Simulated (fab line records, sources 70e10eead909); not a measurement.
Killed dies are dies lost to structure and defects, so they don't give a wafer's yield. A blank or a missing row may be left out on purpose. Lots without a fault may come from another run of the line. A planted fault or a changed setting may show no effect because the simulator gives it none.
Chamber matching | flow nand_harc | NHARC_A_BONDPAD_ETCH_34 on rie_diel-11: 4 sister chambers
The step etches the open film in N2/H2, target depth 60 nm, overetch 18 nm, time 65.91 s. 14 wafers are shown with their chamber, then 7 later ones without.

WAFERS WITH THEIR CHAMBER
wafer  | chamber | drypump_motor_current_A (A) | rf_vpp_V (V) | oes_product_au (a.u.)
L895.1 | 0       | 5.9                         | 426          | 1.006
L895.4 | 1       | 6.2                         | 428          | 1.010
L895.5 | 2       | 6.5                         | 435          | 0.991
L897.3 | 3       | 5.7                         | 435          | 0.996
L897.4 | 1       | 6.2                         | 429          | 1.005
L897.5 | 0       | 5.9                         | 427          | 0.990
L896.1 | 0       | 5.9                         | 427          | 0.995
L896.2 | 1       | 6.2                         | 427          | 1.005
L896.3 | 2       | 6.5                         | 433          | 0.997
L900.3 | 3       | 5.7                         | 436          | 0.999
L900.4 | 2       | 6.5                         | 433          | 0.988
L900.5 | 2       | 6.5                         | 434          | 0.989
L907.2 | 3       | 5.6                         | 433          | 0.997
L907.3 | 0       | 5.9                         | 426          | 0.997

SIGNATURES (means of the wafers above)
reading                 | chamber 0 | chamber 1 | chamber 2 | chamber 3 | scatter within a chamber
drypump_motor_current_A | 5.900     | 6.200     | 6.500     | 5.667     | 0.0258
rf_vpp_V                | 426.50    | 428.00    | 433.75    | 434.67    | 1.02
oes_product_au          | 0.99700   | 1.00667   | 0.99125   | 0.99733   | 0.00452
Rule: a wafer's distance from a chamber is the root of the sum, over the readings, of the square of ((its reading less the chamber's mean) divided by the reading's scatter). The wafer belongs to the nearest chamber; if the next one is less than 2 further off, it can't be placed. The scatter: the root of (the sum of the squares of (reading less its chamber's mean) over the shown wafers, divided by (wafers less chambers)).

WAFERS WITHOUT THEIR CHAMBER
wafer  | drypump_motor_current_A (A) | rf_vpp_V (V) | oes_product_au (a.u.)
L907.6 | 6.2                         | 429          | 1.007
L911.1 | 5.6                         | 435          | 1.000
L911.5 | 6.3                         | 429          | 1.011
L911.6 | 5.9                         | 427          | 1.000
L909.1 | 5.9                         | 427          | 0.990
L909.3 | 6.6                         | 433          | 1.001
L909.6 | 5.9                         | 428          | 0.992

WHICH CHAMBER EACH WENT THROUGH
wafer  | from the rows above | in truth
L907.6 | 1                   | 1
L911.1 | 3                   | 3
L911.5 | 1                   | 1
L911.6 | 0                   | 0
L909.1 | 0                   | 0
L909.3 | 2                   | 2
L909.6 | 0                   | 0
Placed correctly: 7 of 7. Can't be placed from these rows: 0. Placed wrongly: 0.
